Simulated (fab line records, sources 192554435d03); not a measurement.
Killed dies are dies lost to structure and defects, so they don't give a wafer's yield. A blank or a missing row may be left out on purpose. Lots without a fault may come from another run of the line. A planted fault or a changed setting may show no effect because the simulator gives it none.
A struck lot beside a sound one | flow n5_finfet | 16 steps out of a route of 1938
Sound: wafers L300.2, L300.3, L300.6. Struck: wafer L307.6. (L307.3 of the same lot was not struck and is left out.) The cause comes at the end.
At each step with rows: each side's tool, then ch and its chambers, then its first start. Under that, the readings that differ: sound wafers | struck wafers | difference of the means | sigmas: that difference in standard deviations of wafers without a fault.
alike: readings whose means differ by less than 2 such deviations, and words and numbers that are the same on both sides. not compared: withheld readings, readings that some wafer has no value for, bounds like >300 that may hide the same value, and numbers for which the record gives no deviation and whose values overlap.
The two part at a step that has a row with sigmas, a row that says differs or no value, or rows on one side only. Numbers that don't overlap but have no deviation are shown without sigmas and don't part them. A reading that every wafer of one side lacks parts them only if that side has two wafers or more.

first, 2 steps without rows for these wafers: N5_FIN_CUT_PEB_06 (peb time 60 s); N5_FIN_CUT_DEVELOP_07 (develop time 30 s).
N5_FIN_CUT_CD_MEAS_08: target cd 29.1 nm.
  sound on cd_sem-03 ch 0, day 5 04:49; struck on cd_sem-02 ch 0, day 6 21:02
  alike: cd_nm
N5_FIN_CUT_OVL_MEAS_09:
  sound on overlay-01 ch 0, day 5 04:51; struck on overlay-02 ch 0, day 6 21:05
  alike: FIN_CUT_OVL
N5_FIN_CUT_INSPECT_10: inspects for defects (brightfield).
  sound on defect_inspect-02, day 5 04:55; struck on defect_inspect-02, day 6 21:07
  reading          | sound    | struck | difference | sigmas
  raw_defect_count | 75 48 51 | 36     | -22        | -2
N5_FIN_CUT_DESCUM_13: chemistry O2, time 7 s.
  sound on rie_diel-06 ch 0,2, day 5 05:01; struck on rie_diel-06 ch 2, day 6 21:10
  alike: drypump_motor_current_A, oes_product_au, rf_vpp_V, showerhead_plenum_p_Torr, throttle_valve_pct
  not compared: rf_hours_counter_h
N5_FIN_CUT_ETCH_30: etches underlayer in N2/H2, target depth 13 nm, time 10.4 s.
  sound on rie_diel-06 ch 0,2, day 5 05:04; struck on rie_diel-06 ch 2, day 6 21:11
  alike: drypump_motor_current_A, etch_rf_on_time_s, oes_product_au, rf_vpp_V, showerhead_plenum_p_Torr, throttle_valve_pct
  not compared: rf_hours_counter_h
N5_FIN_CUT_ETCH_20: etches SiARC in CF4, target depth 26 nm, time 43.3 s.
  sound on rie_diel-06 ch 0,2, day 5 05:05; struck on rie_diel-06 ch 2, day 6 21:13
  alike: drypump_motor_current_A, etch_rf_on_time_s, oes_product_au, rf_vpp_V, showerhead_plenum_p_Torr, throttle_valve_pct
  not compared: rf_hours_counter_h
N5_FIN_CUT_ETCH_21: etches SOC in N2/H2, target depth 219 nm, overetch 43.8 nm, time 523.5 s.
  sound on rie_diel-06 ch 0,2, day 5 05:07; struck on rie_diel-06 ch 2, day 6 21:15
  alike: drypump_motor_current_A, oes_product_au, rf_vpp_V, run_length_s, showerhead_plenum_p_Torr, throttle_valve_pct
  not compared: rf_hours_counter_h
then, 3 steps without rows for these wafers: N5_FIN_CUT_STRIP_23 (strips in N2/H2); N5_FIN_CUT_STRIP_31 (strips in N2/H2); N5_FIN_CUT_STRIP_24 (strips in CF4).
N5_FIN_CUT_CUT_ETCH_26: etches SiNx in CH3F/O2, target depth 39 nm, time 55.7 s.
  sound on rie_diel-06 ch 0,2, day 5 05:28; struck on rie_diel-06 ch 2, day 6 21:35
  reading                  | sound          | struck | difference | sigmas
  run_length_s (s)         | 79.3 79.9 79.7 | 82.4   | +2.8       | +6
  model.etch.depth_nm (nm) | 38.42 38 37.92 | 40.57  | +2.46      |
  alike: drypump_motor_current_A, oes_product_au, rf_vpp_V, showerhead_plenum_p_Torr, throttle_valve_pct
  not compared: rf_hours_counter_h
N5_FIN_CUT_CUT_ETCH_27: etches SiO2 in CHF3/O2, target depth 4 nm, overetch 2 nm, time 4.9 s.
  sound on rie_diel-06 ch 0,2, day 5 05:31; struck on rie_diel-06 ch 2, day 6 21:38
  alike: drypump_motor_current_A, oes_product_au, rf_vpp_V, showerhead_plenum_p_Torr, throttle_valve_pct
  not compared: rf_hours_counter_h
-- the record jumps here: 6 days lie between the struck wafers' starts before and after (it left off in module FIN_CUT and takes up again in module BEOL_M4, whose first step shown is number 1111 of the route) --
N5_BEOL_M4_RC_MEAS_101:
  sound on prober-01 ch 0, day 10 22:23; struck on prober-01 ch 0, day 12 23:20
  alike: DIBL_N, DIBL_P, IOFF_N, IOFF_P, ION_N, ION_P, SS_N, SS_P, VT_N, VT_P
N5_PASSIVATION_PROBE_49:
  the record has rows for the sound wafers here (prober-02, day 15 11:40) and none for the struck ones

WHERE THEY PART
First at N5_FIN_CUT_INSPECT_10; last, within this record, at N5_PASSIVATION_PROBE_49.

WHY: what the simulator had put in
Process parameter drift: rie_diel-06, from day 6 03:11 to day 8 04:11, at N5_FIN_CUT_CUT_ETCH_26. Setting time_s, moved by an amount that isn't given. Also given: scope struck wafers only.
